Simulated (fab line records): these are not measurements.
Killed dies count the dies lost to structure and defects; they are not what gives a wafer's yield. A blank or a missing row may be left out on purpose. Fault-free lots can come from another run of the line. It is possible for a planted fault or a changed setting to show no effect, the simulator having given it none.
Which of the tools did it? -- flow nand-harc -- 12 lots, 36 wafers sampled, at 1 step of a route of 1159

WHAT THE GAUGES READ, wafer by wafer
NHARC_P_ZERO_WELL_INSPECT_43.
lot,measured,on,raw-defect-count
L075,day 2 01:28,defect-inspect-02,6 9 12
L077,day 2 14:16,defect-inspect-01,10 23 25
L079,day 3 01:33,defect-inspect-02,10 16 12
L081,day 3 13:47,defect-inspect-02,5 17 12
L083,day 4 01:28,defect-inspect-01,14 20 7
L085,day 4 13:18,defect-inspect-01,26 24 19
L087,day 5 01:25,defect-inspect-02,7 13 10
L089,day 5 13:19,defect-inspect-02,15 16 23
L091,day 6 01:43,defect-inspect-02,6 16 18
L092,day 6 16:01,defect-inspect-01,8 12 5
L095,day 7 01:35,defect-inspect-02,18 20 6
L097,day 7 13:35,defect-inspect-02,17 10 5

EACH LOT AND THE TOOL THAT RAN IT (in order: tool; ch and the chambers of the sampled wafers; start)
The record shows no process step preceding these readings.

THE ANSWER, worked out from the rows above alone
Rule: usual is defined by the lots themselves. Put in order of their means at a reading, lots are off if they are a third of the lots or fewer, leave a main group of 4 or more, and stand apart from it by a gap of 3 or more times the standard deviation of the main group's means; of several such gaps the widest counts. A main group whose means are all the same, to the digits that the tables above print for the reading, isn't used. A lot without any number at a reading at which 4 lots or more have one is off too. All remaining lots with rows at the step are treated as sound.
No lot is off on any of the readings shown, so nothing can be concluded from this.

WHAT THE SIMULATOR HAD PUT IN
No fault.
